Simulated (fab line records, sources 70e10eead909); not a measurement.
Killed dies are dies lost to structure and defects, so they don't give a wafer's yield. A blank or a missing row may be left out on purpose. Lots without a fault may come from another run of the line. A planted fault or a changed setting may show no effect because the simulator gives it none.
fab line records | flow nand_harc
record lots=11 wafers=33 last_day=34
route steps=1302 shown A_ZERO_WELL@404 A_ONON_D1@446 A_CHANNEL_HOLE_D1@462
lots that met no fault: from a run of the same line without faults
start_h: hours from the record's first day to the start of the lot's first wafer shown | wait_h: hours since the lot's step before | " the same as in the row above | L1.1+2: a row that stands for several wafers | - no value, or no start given | * or withheld: withheld | < > ~ a bound
route shown NAME@n: a module of which the file shows steps, and the number in the route of the first | usual: mean/standard deviation of fault-free wafers | same: alike in all rows | chamber/n: place in a boat | sites: the reading at each site | _std_site: their standard deviation | _edge_site: outer sites' mean less inner sites' | radius_mm: how far each site lies from the wafer's centre | mask NAME#n: copy n | behind: the tool/chamber that last shaped the wafer | hold: why the lot was held/for how many hours/how that ended | device: the transistor (n, p or np) that didn't switch | end of line: the same wafers' tests at the end of the route | a step without rows: its recipe alone | killed: dies lost to structure and defects at the first sort, not the wafer's yield | map: a wafer's dies, x killed, . not, _ none there
set.NAME: the setting as run; set.NAME@STEP: as run at that earlier step | model.NAME: the simulator's own value behind a step, which no gauge read
steps of the route over a sample of lots; a table a step, a row a wafer
services: from which hour (start_h, from the record's first day; less than 0 if before it) a tool's chamber was out of use, for how many hours, and why
## steps
# step NHARC_A_ZERO_WELL_ETCH_19
# recipe target_depth_a=800 overetch_a=240 time_s=87.88 ion_energy_ev=200 n2_flow_sccm=150 h2_flow_sccm=150 ar_flow_sccm=0 rf_w=400 bias_w=150 chemistry=N2/H2
# usual drypump_motor_current_A=5.6/0.62 mfc_ar_sccm=0.010/0.016 oes_product_au=0.997/0.0092 rf_vpp_V=430.0/2.2 showerhead_plenum_p_Torr=2.02/0.077 throttle_valve_pct=14.170/0.008
# columns lot.wafer tool chamber start_h wait_h drypump_motor_current_A mfc_ar_sccm oes_product_au rf_hours_counter_h rf_vpp_V showerhead_plenum_p_Torr throttle_valve_pct
L663.2 rie_diel-12 0 168.58 0.1 6.7 0 0.992 9 431.5 2.03 14.185
L663.1 " 1 " " 6.8 0 0.992 11 428.8 1.96 14.182
L663.6 " 0 " " 6.7 0 0.987 - 430.6 2.03 14.170
L664.3 rie_diel-10 0 173.76 0.1 5.8 0.043 0.994 3 433.4 2.11 14.152
L664.1 " 2 " " 5.4 0 0.982 3 430.6 2.04 14.168
L664.5 " 0 " " 5.8 0.043 0.983 - 433.3 2.11 14.168
L666.3 rie_diel-10 1 193.16 0.1 4.8 0 0.997 3 426.5 1.93 14.160
L666.4 " 3 " " 4.8 0.002 1.003 3 430.3 2.01 14.178
L666.2 " 0 " " 5.8 0.043 0.991 3 432.9 2.11 14.166
L668.4 rie_diel-10 3 206.04 0.1 4.8 0.002 0.998 4 429.7 2.01 14.170
L668.5 " 0 " " 5.8 0.043 1.005 - 431.2 2.11 14.167
L668.6 " 1 " " 4.8 0 0.992 - 428.2 1.93 14.182
L669.2 rie_diel-10 0 225.13 0.1 5.8 0.043 1.012 4 433.2 2.11 14.172
L669.4 " 1 " " 4.9 0 1.006 4 427.8 1.93 14.173
L669.1 " 3 " " 4.8 0.002 0.995 4 429.9 2.01 14.166
L676.1 rie_diel-09 0 291.21 0.1 6.4 0 0.993 55 429.2 1.94 14.181
L676.5 " 3 " " 6.0 0.011 1.002 - 433.3 2.14 14.177
L676.4 " 0 " " 6.4 0 0.980 - 428.4 1.94 14.162
L678.3 rie_diel-09 1 310.15 0.1 5.6 0.001 0.994 58 434.2 2.18 14.175
L678.2 " 2 " " 6.3 0.019 1.014 53 427.5 1.95 14.177
L678.6 " 1 " " 5.6 0.001 0.991 - 433.8 2.18 14.160
L679.4 rie_diel-12 1 314.44 0.1 6.8 0 1.004 6 427.4 1.95 14.176
L679.2 " 3 " " 5.8 0 1.001 8 427.8 1.95 14.164
L679.5 " 0 " " 6.7 0 1.000 - 429.1 2.02 14.163
L681.4 rie_diel-10 2 341.87 0.1 5.4 0 0.983 3 431.4 2.04 14.178
L681.1 " 3 " " 4.8 0.002 1.010 3 430.0 2.01 14.158
L681.6 " 1 " " 4.8 0 1.015 - 429.1 1.93 14.166
L683.1 rie_diel-09 2 359.02 0.1 6.3 0.019 0.993 10 427.9 1.94 14.180
L683.4 " 3 " " 6.0 0.011 1.000 11 432.5 2.13 14.161
L683.6 " 2 " " 6.3 0.019 0.996 - 428.3 1.94 14.162
L684.3 rie_diel-10 3 367.11 0.1 4.8 0.002 1.030 4 429.7 2.01 14.181
L684.2 " 0 " " 5.8 0.043 1.001 4 433.2 2.10 14.177
L684.5 " 2 " " 5.4 0 0.991 - 430.8 2.04 14.158
# step NHARC_A_ZERO_WELL_ETCH_13
# recipe target_depth_a=1200 time_s=40.1 hbr_flow_sccm=150 cl2_flow_sccm=50 rf_w=400 icp_w=400 bias_w=100 chemistry=HBr/Cl2
# usual drypump_motor_current_A=5.8/0.45 oes_product_au=0.999/0.01 throttle_valve_pct=26.406/0.0096
# columns lot.wafer tool chamber start_h wait_h drypump_motor_current_A oes_product_au rf_hours_counter_h throttle_valve_pct
L663.1 rie_si-03 1 168.71 - 5.8 0.995 0.9 26.408
L663.2 " 3 " " 6.2 1.017 0.8 26.402
L663.6 " 0 " " 5.3 0.991 - 26.407
L664.1 rie_si-05 2 173.89 - 6.2 1.011 0.1 26.405
L664.3 " 3 " " 5.6 1.002 0.2 26.422
L664.5 " 1 " " 5.2 1.003 - 26.429
L666.3 rie_si-03 0 193.28 - 5.3 0.986 0.9 26.412
L666.4 " 1 " " 5.8 0.999 1.0 26.410
L666.2 " 3 " " 6.2 1.016 0.9 26.410
L668.4 rie_si-03 3 206.16 - 6.2 1.014 1.0 26.402
L668.6 " 1 " " 5.8 0.995 - 26.407
L668.5 " 2 " " 5.0 0.995 - 26.396
L669.1 rie_si-04 3 225.26 - 6.3 1.010 0.4 26.412
L669.2 " 0 " " 6.5 0.995 0.3 26.410
L669.4 " 1 " " 6.0 0.987 0.4 26.431
L676.1 rie_si-04 1 291.32 - 5.9 0.980 0.9 26.404
L676.4 " 0 " " 6.5 0.986 0.8 26.392
L676.5 " 1 " " 6.0 0.988 - 26.424
L678.3 rie_si-03 0 310.27 - 5.3 1.012 0.6 26.406
L678.2 " 2 " " 5.1 1.007 0.5 26.400
L678.6 " 0 " " 5.3 1.000 - 26.393
L679.2 rie_si-04 0 314.56 - 6.5 0.975 1.0 26.412
L679.4 " 1 " " 6.0 0.984 1.0 26.402
L679.5 " 3 " " 6.2 0.999 - 26.390
L681.1 rie_si-05 0 341.99 - 5.2 0.993 0.1 26.400
L681.4 " 2 " " 6.2 1.007 0.2 26.395
L681.6 " 0 " " 5.2 0.997 - 26.405
L683.1 rie_si-04 3 359.14 - 6.2 1.007 0.0 26.404
L683.4 " 0 " " 6.5 0.991 0.0 26.401
L683.6 " 0 " " 6.5 0.977 - 26.410
L684.3 rie_si-03 3 367.22 - 6.2 1.013 0.9 26.406
L684.2 " 0 " " 5.3 0.999 1.0 26.408
L684.5 " 0 " " 5.3 0.992 - 26.406
# step NHARC_A_ONON_D1_DEP_33
# recipe target_thk_a=2000 temp_c=400 pressure_torr=6.5 rf_w=900 teos_flow_sccm=161.4 flow_sccm=2650 target_thk_nm=200 gas=O2 material=SiO2
# usual heater_power_outer_w=328/87 heater_power_w=570/110 mfc_precursor_sccm=161.4/0.5 throttle_valve_pct=15.9/0.34
# columns lot.wafer tool chamber start_h wait_h heater_power_outer_w heater_power_w mfc_precursor_sccm throttle_valve_pct
L663.2 pecvd-04 2 203.66 0.1 197 403 161.4 16.0
L663.1 " 0 " " 387 619 161.4 15.7
L663.6 " 1 " " 310 648 161.2 16.2
L664.3 pecvd-04 1 208.51 0.1 401 773 161.0 16.0
L664.1 " 2 " " 236 446 161.3 16.0
L664.5 " 1 " " 425 795 161.5 16.3
L666.3 pecvd-03 2 230.10 0.1 421 627 161.7 15.5
L666.2 " 1 " " 245 460 161.3 16.0
L666.4 " 1 " " 253 480 161.9 15.7
L668.4 pecvd-03 1 238.41 0.5 196 409 161.0 15.6
L668.6 " 2 " " 438 659 161.9 15.4
L668.5 " 0 " " 325 582 182.4 15.9
L669.2 pecvd-03 0 258.38 0.1 291 536 181.9 16.0
L669.1 " 1 " " 221 435 161.2 15.8
L669.4 " 0 " " 290 544 182.6 16.1
L676.1 pecvd-02 2 329.51 0.1 348 595 161.5 15.8
L676.5 " 2 " " 345 598 161.5 15.8
L676.4 " 0 " " 255 427 161.1 16.2
L678.3 pecvd-03 2 344.54 0.2 512 764 161.4 15.3
L678.2 " 0 " " 298 546 161.0 16.2
L678.6 " 0 " " 317 566 160.7 15.9
L679.2 pecvd-03 1 351.90 0.1 228 460 161.1 16.1
L679.4 " 2 " " 525 754 161.4 15.5
L679.5 " 1 " " 237 460 162.1 15.8
L681.1 pecvd-02 0 376.06 0.1 297 497 161.0 16.5
L681.6 " 1 " " 290 522 160.8 16.4
L681.4 " 2 " " 319 567 161.0 16.0
L683.1 pecvd-03 0 390.88 0.1 216 452 161.1 16.1
L683.4 " 1 " " 270 518 162.1 15.9
L683.6 " 0 " " 228 460 161.3 16.1
L684.3 pecvd-04 1 402.34 0.1 409 758 160.8 16.2
L684.2 " 0 " " 420 644 161.9 15.9
L684.5 " 1 " " 408 748 161.8 16.1
# step NHARC_A_ONON_D1_THK_MEAS_34
# recipe thk_meas_gauge=ellipsometry
# usual thk_nm=199.7/2.6
# columns lot.wafer tool chamber start_h wait_h thk_nm
L663.1 film_metro-01 - 204.07 - 198.0
L663.2 " - " " 194.6
L663.6 " - " " 199.2
L664.1 film_metro-02 - 208.92 - 199.4
L664.3 " - " " 196.6
L664.5 " - " " 199.1
L666.2 film_metro-02 - 230.51 - 199.2
L666.3 " - " " 197.0
L666.4 " - " " 201.9
L668.4 film_metro-01 - 238.69 - 204.8
L668.5 " - " " 226.1
L668.6 " - " " 201.1
L669.1 film_metro-02 - 258.75 - 197.6
L669.2 " - " " 223.2
L669.4 " - " " 226.0
L676.1 film_metro-02 - 329.87 - 200.1
L676.4 " - " " 204.5
L676.5 " - " " 199.7
L678.2 film_metro-02 - 344.96 - 200.0
L678.3 " - " " 199.9
L678.6 " - " " 199.4
L679.2 film_metro-02 - 352.22 - 198.1
L679.4 " - " " 197.9
L679.5 " - " " 200.8
L681.1 film_metro-01 - 376.38 - 199.9
L681.4 " - " " 195.5
L681.6 " - " " 203.5
L683.1 film_metro-02 - 391.20 - 200.2
L683.4 " - " " 202.9
L683.6 " - " " 201.2
L684.2 film_metro-02 - 402.76 - 200.5
L684.3 " - " " 196.2
L684.5 " - " " 202.4
# step NHARC_A_CHANNEL_HOLE_D1_CD_MEAS_10
# recipe target_cd_nm=100 landing_energy_ev=500
# usual cd_nm=100.1/0.5
# columns lot.wafer tool chamber start_h wait_h cd_nm
L663.1 cd_sem-02 0 207.47 - 99.6
L663.2 " 0 " " 99.9
L663.6 " 0 " " 99.3
L664.1 cd_sem-02 0 215.14 - 100.2
L664.3 " 0 " " 100.2
L664.5 " 0 " " 100.2
L666.2 cd_sem-02 0 233.33 - 100.3
L666.3 " 0 " " 99.6
L666.4 " 0 " " 100.3
L668.4 cd_sem-01 0 242.52 - 98.9
L668.5 " 0 " " 100.1
L668.6 " 0 " " 99.7
L669.1 cd_sem-03 0 267.96 - 100.2
L669.2 " 0 " " 100.3
L669.4 " 0 " " 100.7
L676.1 cd_sem-02 0 334.12 - 100.0
L676.4 " 0 " " 99.4
L676.5 " 0 " " 100.1
L678.2 cd_sem-02 0 349.27 - 100.7
L678.3 " 0 " " 99.9
L678.6 " 0 " " 100.5
L679.2 cd_sem-02 0 355.00 - 99.5
L679.4 " 0 " " 100.0
L679.5 " 0 " " 100.2
L681.1 cd_sem-03 0 381.58 - 100.2
L681.4 " 0 " " 100.0
L681.6 " 0 " " 99.9
L683.1 cd_sem-01 0 394.12 - 100.4
L683.4 " 0 " " 100.7
L683.6 " 0 " " 100.6
L684.2 cd_sem-02 0 405.79 - 99.8
L684.3 " 0 " " 99.7
L684.5 " 0 " " 100.2
## services
# columns tool chamber start_h hours kind
pecvd-03 2 157.14 10.5 repair
rie_si-04 - 165.00 9.0 pm
rie_si-03 0 174.16 5.4 repair
pecvd-03 - 185.00 13.0 pm
rie_diel-09 3 209.09 12.3 repair
pecvd-04 1 217.38 5.5 repair
rie_si-03 - 221.00 9.0 pm
rie_diel-10 - 242.50 9.0 pm
rie_si-03 3 264.32 1.9 repair
pecvd-04 - 269.00 13.0 pm
rie_diel-09 3 276.97 3.4 repair
rie_diel-09 2 290.61 8.1 repair
pecvd-03 0 317.33 25.6 repair
rie_si-04 1 318.13 5.5 repair
rie_diel-09 - 321.03 9.0 pm
pecvd-04 2 329.42 7.9 repair
pecvd-03 - 330.07 0.8 repair
rie_diel-10 1 331.39 4.3 repair
pecvd-04 1 333.64 13.7 repair
rie_si-04 - 342.00 9.0 pm
pecvd-03 - 366.00 13.0 pm
rie_si-03 2 377.37 6.9 repair
rie_si-03 0 379.58 3.7 repair
rie_si-03 - 398.00 9.0 pm
## key
first_sign step=NHARC_A_ONON_D1_DEP_33 reading=mfc_precursor_sccm direction=up sigmas=42 usual=161.4 struck=182.3
effect step=NHARC_A_ONON_D1_THK_MEAS_34 reading=thk_nm direction=up sigmas=9.7 usual=199.7 struck=225.1
met_at NHARC_A_ONON_D1_DEP_33
struck_lots L668,L669
struck_wafers L668.5,L669.2,L669.4
tester_left_out L668,L669
not_acting_at NHARC_A_ZERO_WELL_ETCH_19,NHARC_A_ZERO_WELL_ETCH_13,NHARC_A_CHANNEL_HOLE_D1_CD_MEAS_10
fault kind=process_parameter_drift tool=pecvd-03 chamber=0 onset_h=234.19 steps=NHARC_A_ONON_D1_DEP_33 channel=teos_flow_sccm offset=* shape=step end_h=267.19 acts_in=* stated=*
# tester_left_out: of these lots the tester's yield and bins aren't shown, on N5 and GAA mostly nor the transistor test; their killed dies are dies lost to structure and defects alone, not to doping, threshold or leakage, so they don't give the yield
